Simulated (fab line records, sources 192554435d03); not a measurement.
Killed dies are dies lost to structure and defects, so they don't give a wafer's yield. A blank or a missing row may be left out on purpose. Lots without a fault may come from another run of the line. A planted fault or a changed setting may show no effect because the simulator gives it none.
Which tool did it? | flow n5_finfet | 24 lots, 72 wafers sampled, at 6 steps of a route of 1938

WHAT THE GAUGES READ, wafer by wafer
N5_BEOL_M4_OCD_MEAS_38. Usual: trench_depth_nm 55.3 nm, standard deviation 1.3.
lot  | measured     | on     | trench_depth_nm (nm) | flag
L074 | day 7 15:23  | ocd-02 | 55.8 55.2 55.6       |
L075 | day 8 09:38  | ocd-01 | 56.6 57.5 55.3       |
L077 | day 8 17:12  | ocd-01 | 57.0 54.9 56.4       |
L076 | day 8 17:16  | ocd-02 | 55.9 55.8 53.6       |
L078 | day 8 17:19  | ocd-01 | 57.0 55.6 54.8       |
L079 | day 8 23:24  | ocd-02 | 54.2 55.1 54.7       |
L081 | day 9 02:46  | ocd-02 | 53.7 57.1 55.9       |
L080 | day 9 17:30  | ocd-01 | 57.5 53.7 56.3       |
L082 | day 9 17:59  | ocd-01 | 56.2 56.8 54.2       |
L083 | day 9 21:34  | ocd-01 | 52.8 56.2 53.0       |
L084 | day 10 15:07 | ocd-01 | 55.2 54.5 53.3       |
L085 | day 10 16:06 | ocd-02 | 55.6 54.6 55.0       |
L088 | day 10 21:31 | ocd-01 | 55.5 55.1 54.0       |
L086 | day 10 21:53 | ocd-02 | 57.6 57.3 54.2       |
L087 | day 11 13:23 | ocd-02 | 55.6 55.7 55.8       |
L089 | day 11 17:40 | ocd-01 | 55.1 54.1 56.0       |
L090 | day 11 23:40 | ocd-02 | 56.3 53.3 55.0       |
L091 | day 12 02:23 | ocd-02 | 55.2 54.1 56.4       |
L093 | day 12 05:59 | ocd-01 | 55.1 54.6 54.6       |
L092 | day 12 06:02 | ocd-02 | 56.7 55.5 53.1       |
L094 | day 13 00:16 | ocd-02 | 55.3 53.3 56.8       |
L095 | day 13 03:30 | ocd-01 | 52.8 57.1 56.8       |
L096 | day 13 07:18 | ocd-01 | 55.0 56.7 56.7       |
L097 | day 13 09:16 | ocd-01 | 55.7 56.4 52.9       |

N5_BEOL_M5_THK_MEAS_01. Usual: M5_ILD_THK 120.8 nm, standard deviation 1.8.
lot  | measured     | on            | M5_ILD_THK (nm)   | flag
L074 | day 7 21:16  | film_metro-02 | 119.5 117.4 121.0 |
L075 | day 8 16:06  | film_metro-02 | 120.9 122.6 124.2 |
L077 | day 8 22:36  | film_metro-02 | 120.9 122.2 121.4 |
L076 | day 8 23:01  | film_metro-02 | 123.1 121.7 120.7 |
L078 | day 8 23:58  | film_metro-02 | 117.4 120.4 122.3 |
L079 | day 9 04:53  | film_metro-02 | 118.2 119.1 122.1 |
L081 | day 9 08:52  | film_metro-02 | 118.5 121.1 121.0 |
L080 | day 10 00:59 | film_metro-01 | 119.8 120.0 123.8 |
L082 | day 10 01:24 | film_metro-01 | 118.5 118.1 120.7 |
L083 | day 10 03:44 | film_metro-02 | 120.9 119.0 121.9 |
L084 | day 10 21:17 | film_metro-01 | 117.6 121.1 120.8 |
L085 | day 10 22:02 | film_metro-02 | 119.0 119.8 120.7 |
L088 | day 11 03:26 | film_metro-02 | 123.7 121.2 120.3 |
L086 | day 11 03:59 | film_metro-02 | 121.7 119.7 121.1 |
L087 | day 11 22:02 | film_metro-01 | 118.4 120.8 123.0 |
L089 | day 11 23:50 | film_metro-01 | 120.7 125.0 123.2 |
L090 | day 12 06:11 | film_metro-01 | 121.1 120.3 124.6 |
L091 | day 12 08:12 | film_metro-02 | 118.8 123.6 121.6 |
L093 | day 12 12:04 | film_metro-02 | 118.8 120.7 120.8 |
L092 | day 12 11:56 | film_metro-01 | 120.1 119.5 120.7 |
L094 | day 13 06:02 | film_metro-02 | 120.7 122.5 118.8 |
L095 | day 13 10:11 | film_metro-02 | 117.8 119.9 121.6 |
L096 | day 13 14:04 | film_metro-01 | 119.3 120.4 120.8 |
L097 | day 13 14:59 | film_metro-01 | 122.9 121.4 121.5 |

WHICH TOOL RAN EACH LOT (tool, then ch and the chambers of the sampled wafers, then the start)
lot  | N5_BEOL_M4_ANNEAL_82         | N5_BEOL_M4_PRE_CLEAN_60          | N5_BEOL_M4_CO_CAP_55             | N5_BEOL_M5_ILD_DEP_00
L074 | pvd_sputter-01, day 7 17:23  | cvd_co-02 ch 0,2, day 7 19:27    | cvd_co-02 ch 0,2, day 7 19:29    | pecvd-01 ch 0,2, day 7 20:41
L075 | pvd_sputter-03, day 8 11:55  | cvd_co-01 ch 1,2, day 8 14:16    | cvd_co-01 ch 1,2, day 8 14:19    | pecvd-02 ch 1,2, day 8 15:31
L077 | pvd_sputter-02, day 8 18:41  | cvd_co-01 ch 1,2, day 8 20:46    | cvd_co-01 ch 1,2, day 8 20:48    | pecvd-01 ch 0,1, day 8 22:02
L076 | pvd_sputter-03, day 8 18:51  | cvd_co-02 ch 0,1,2, day 8 21:11  | cvd_co-02 ch 0,1,2, day 8 21:14  | pecvd-02 ch 0,1,2, day 8 22:28
L078 | pvd_sputter-01, day 8 18:53  | cvd_co-02 ch 0,1,2, day 8 21:17  | cvd_co-02 ch 0,1,2, day 8 21:19  | pecvd-02 ch 0,2, day 8 22:58
L079 | pvd_sputter-03, day 9 00:57  | cvd_co-02 ch 1,2, day 9 03:05    | cvd_co-02 ch 1,2, day 9 03:07    | pecvd-02 ch 0,1, day 9 04:19
L081 | pvd_sputter-02, day 9 04:56  | cvd_co-01 ch 1,2, day 9 07:00    | cvd_co-01 ch 1,2, day 9 07:02    | pecvd-01 ch 0,2, day 9 08:16
L080 | pvd_sputter-02, day 9 19:33  | cvd_co-01 ch 0,1,2, day 9 21:37  | cvd_co-01 ch 0,1,2, day 9 21:39  | pecvd-02 ch 0,2, day 9 22:58
L082 | pvd_sputter-01, day 9 21:17  | cvd_co-02 ch 1,2, day 9 23:30    | cvd_co-02 ch 1,2, day 9 23:34    | pecvd-02 ch 0,1, day 10 00:50
L083 | pvd_sputter-02, day 9 23:27  | cvd_co-01 ch 1,2, day 10 01:34   | cvd_co-01 ch 1,2, day 10 01:36   | pecvd-02 ch 0,1, day 10 02:50
L084 | pvd_sputter-02, day 10 17:16 | cvd_co-01 ch 1,2, day 10 19:27   | cvd_co-01 ch 1,2, day 10 19:29   | pecvd-04 ch 1,2, day 10 20:42
L085 | pvd_sputter-01, day 10 18:06 | cvd_co-01 ch 0,1,2, day 10 20:11 | cvd_co-01 ch 0,1,2, day 10 20:13 | pecvd-04 ch 2, day 10 21:26
L088 | pvd_sputter-03, day 10 23:20 | cvd_co-02 ch 0, day 11 01:28     | cvd_co-02 ch 0, day 11 01:37     | pecvd-02 ch 0,1,2, day 11 02:53
L086 | pvd_sputter-02, day 10 23:45 | cvd_co-02 ch 0, day 11 01:58     | cvd_co-02 ch 0, day 11 02:05     | pecvd-01 ch 1,2, day 11 03:24
L087 | pvd_sputter-02, day 11 15:01 | cvd_co-01 ch 0,2, day 11 20:13   | cvd_co-01 ch 0,2, day 11 20:16   | pecvd-01 ch 0,2, day 11 21:27
L089 | pvd_sputter-02, day 11 19:11 | cvd_co-02 ch 1,2, day 11 22:02   | cvd_co-02 ch 1,2, day 11 22:04   | pecvd-04 ch 0,1,2, day 11 23:16
L090 | pvd_sputter-02, day 12 01:53 | cvd_co-01 ch 0,1,2, day 12 04:23 | cvd_co-01 ch 0,1,2, day 12 04:27 | pecvd-04 ch 0,1,2, day 12 05:38
L091 | pvd_sputter-02, day 12 04:20 | cvd_co-02 ch 0,1,2, day 12 06:23 | cvd_co-02 ch 0,1,2, day 12 06:26 | pecvd-02 ch 1,2, day 12 07:38
L093 | pvd_sputter-03, day 12 08:01 | cvd_co-02 ch 0,1, day 12 10:14   | cvd_co-02 ch 0,1, day 12 10:16   | pecvd-02 ch 0,1, day 12 11:28
L092 | pvd_sputter-01, day 12 07:53 | cvd_co-01 ch 0,1,2, day 12 09:58 | cvd_co-01 ch 0,1,2, day 12 10:00 | pecvd-04 ch 0,1,2, day 12 11:12
L094 | pvd_sputter-02, day 13 01:41 | cvd_co-02 ch 0,2, day 13 03:45   | cvd_co-02 ch 0,2, day 13 03:47   | pecvd-04 ch 0,1,2, day 13 04:59
L095 | pvd_sputter-03, day 13 05:13 | cvd_co-02 ch 0,1,2, day 13 07:26 | cvd_co-02 ch 0,1,2, day 13 07:28 | pecvd-01 ch 0,1, day 13 08:42
L096 | pvd_sputter-02, day 13 10:11 | cvd_co-01 ch 0,1,2, day 13 12:14 | cvd_co-01 ch 0,1,2, day 13 12:17 | pecvd-02 ch 0,1, day 13 13:29
L097 | pvd_sputter-01, day 13 11:07 | cvd_co-02 ch 1,2, day 13 13:11   | cvd_co-02 ch 1,2, day 13 13:13   | pecvd-04 ch 0,1,2, day 13 14:25
- N5_BEOL_M4_ANNEAL_82: time 240 s.
- N5_BEOL_M4_PRE_CLEAN_60: time 15 s.
- N5_BEOL_M4_CO_CAP_55: material Co, precursor CCTBA/H2, target thk 2 nm, time 102.1 s.
- N5_BEOL_M5_ILD_DEP_00: deposits SiCOH lowk from DEMS/porogen, target thk 140.64 nm, time 25.9 s.

WHAT THE TOOLS THEMSELVES READ (means of the sampled wafers that have a number; where no wafer has one, the mark that the record gives instead)
N5_BEOL_M4_ANNEAL_82. Usual: heater_power_w 804 W, standard deviation 83.
lot  | tool           | heater_power_w (W) | flag
L074 | pvd_sputter-01 | 853                |
L075 | pvd_sputter-03 | 790                |
L077 | pvd_sputter-02 | 747                |
L076 | pvd_sputter-03 | 764                |
L078 | pvd_sputter-01 | 877                |
L079 | pvd_sputter-03 | 825                |
L081 | pvd_sputter-02 | 768                |
L080 | pvd_sputter-02 | 749                |
L082 | pvd_sputter-01 | 880                |
L083 | pvd_sputter-02 | 808                |
L084 | pvd_sputter-02 | 841                |
L085 | pvd_sputter-01 | 879                |
L088 | pvd_sputter-03 | 865                |
L086 | pvd_sputter-02 | 778                |
L087 | pvd_sputter-02 | 820                |
L089 | pvd_sputter-02 | 774                |
L090 | pvd_sputter-02 | 800                |
L091 | pvd_sputter-02 | 749                |
L093 | pvd_sputter-03 | 770                |
L092 | pvd_sputter-01 | 869                |
L094 | pvd_sputter-02 | 743                |
L095 | pvd_sputter-03 | 806                |
L096 | pvd_sputter-02 | 821                |
L097 | pvd_sputter-01 | 877                |

N5_BEOL_M4_PRE_CLEAN_60. Usual: heater_power_w 81 W, standard deviation 27.
lot  | tool      | heater_power_w (W) | flag
L074 | cvd_co-02 | 93                 |
L075 | cvd_co-01 | 96                 |
L077 | cvd_co-01 | 97                 |
L076 | cvd_co-02 | 68                 |
L078 | cvd_co-02 | 69                 |
L079 | cvd_co-02 | 46                 |
L081 | cvd_co-01 | 92                 |
L080 | cvd_co-01 | 87                 |
L082 | cvd_co-02 | 46                 |
L083 | cvd_co-01 | 98                 |
L084 | cvd_co-01 | 96                 |
L085 | cvd_co-01 | 91                 |
L088 | cvd_co-02 | 115                |
L086 | cvd_co-02 | 115                |
L087 | cvd_co-01 | 85                 |
L089 | cvd_co-02 | 49                 |
L090 | cvd_co-01 | 91                 |
L091 | cvd_co-02 | 69                 |
L093 | cvd_co-02 | 91                 |
L092 | cvd_co-01 | 89                 |
L094 | cvd_co-02 | 94                 |
L095 | cvd_co-02 | 70                 |
L096 | cvd_co-01 | 88                 |
L097 | cvd_co-02 | 46                 |

N5_BEOL_M4_CO_CAP_55. Usual: heater_power_w 231 W, standard deviation 33.
lot  | tool      | heater_power_w (W) | flag
L074 | cvd_co-02 | 245                |
L075 | cvd_co-01 | 248                |
L077 | cvd_co-01 | 250                |
L076 | cvd_co-02 | 219                |
L078 | cvd_co-02 | 216                |
L079 | cvd_co-02 | 187                |
L081 | cvd_co-01 | 247                |
L080 | cvd_co-01 | 241                |
L082 | cvd_co-02 | 187                |
L083 | cvd_co-01 | 250                |
L084 | cvd_co-01 | 251                |
L085 | cvd_co-01 | 236                |
L088 | cvd_co-02 | 271                |
L086 | cvd_co-02 | 273                |
L087 | cvd_co-01 | 237                |
L089 | cvd_co-02 | 191                |
L090 | cvd_co-01 | 240                |
L091 | cvd_co-02 | 214                |
L093 | cvd_co-02 | 241                |
L092 | cvd_co-01 | 242                |
L094 | cvd_co-02 | 247                |
L095 | cvd_co-02 | 216                |
L096 | cvd_co-01 | 240                |
L097 | cvd_co-02 | 190                |

N5_BEOL_M5_ILD_DEP_00. Usual: heater_power_w 285 W, standard deviation 38; showerhead_plenum_p_Torr 5.744 Torr, standard deviation 0.021; throttle_valve_pct 13.9 %, standard deviation 1.1.
lot  | tool     | heater_power_w (W) | showerhead_plenum_p_Torr (Torr) | throttle_valve_pct (%) | flag
L074 | pecvd-01 | 293                | 5.757                           | 14.2                   |
L075 | pecvd-02 | 275                | 5.750                           | 14.9                   |
L077 | pecvd-01 | 318                | 5.750                           | 14.2                   |
L076 | pecvd-02 | 268                | 5.745                           | 14.0                   |
L078 | pecvd-02 | 263                | 5.728                           | 12.9                   |
L079 | pecvd-02 | 267                | 5.758                           | 13.8                   |
L081 | pecvd-01 | 314                | 5.726                           | 14.8                   |
L080 | pecvd-02 | 298                | 5.736                           | 13.0                   |
L082 | pecvd-02 | 237                | 5.769                           | 14.7                   |
L083 | pecvd-02 | 258                | 5.760                           | 14.8                   |
L084 | pecvd-04 | 256                | 5.742                           | 13.9                   |
L085 | pecvd-04 | 220                | 5.730                           | 13.8                   |
L088 | pecvd-02 | 281                | 5.741                           | 13.9                   |
L086 | pecvd-01 | 335                | 5.728                           | 14.2                   |
L087 | pecvd-01 | 282                | 5.757                           | 13.1                   |
L089 | pecvd-04 | 270                | 5.741                           | 13.4                   |
L090 | pecvd-04 | 287                | 5.745                           | 13.7                   |
L091 | pecvd-02 | 269                | 5.755                           | 14.9                   |
L093 | pecvd-02 | 283                | 5.756                           | 13.9                   |
L092 | pecvd-04 | 286                | 5.749                           | 13.5                   |
L094 | pecvd-04 | 263                | 5.731                           | 13.5                   |
L095 | pecvd-01 | 328                | 5.762                           | 14.2                   |
L096 | pecvd-02 | 251                | 5.750                           | 14.0                   |
L097 | pecvd-04 | 255                | 5.741                           | 13.7                   |

THE ANSWER, worked out from the rows above alone
Rule: a lot is off if the mean of its wafers that have a number lies more than 3 standard deviations from the usual mean. A lot without any number at a reading at which 4 lots or more have one is off too. The other lots that the step has rows for count as sound. The gauges are gone through in route order, then the tools' own readings, and for those a lot's mean is taken as printed above. The first step at which some lot is off is used, and at that step the reading that is off furthest; a lot without a number counts as furthest.
No lot is off at any reading shown: from this, nothing can be told.

WHAT THE SIMULATOR HAD PUT IN
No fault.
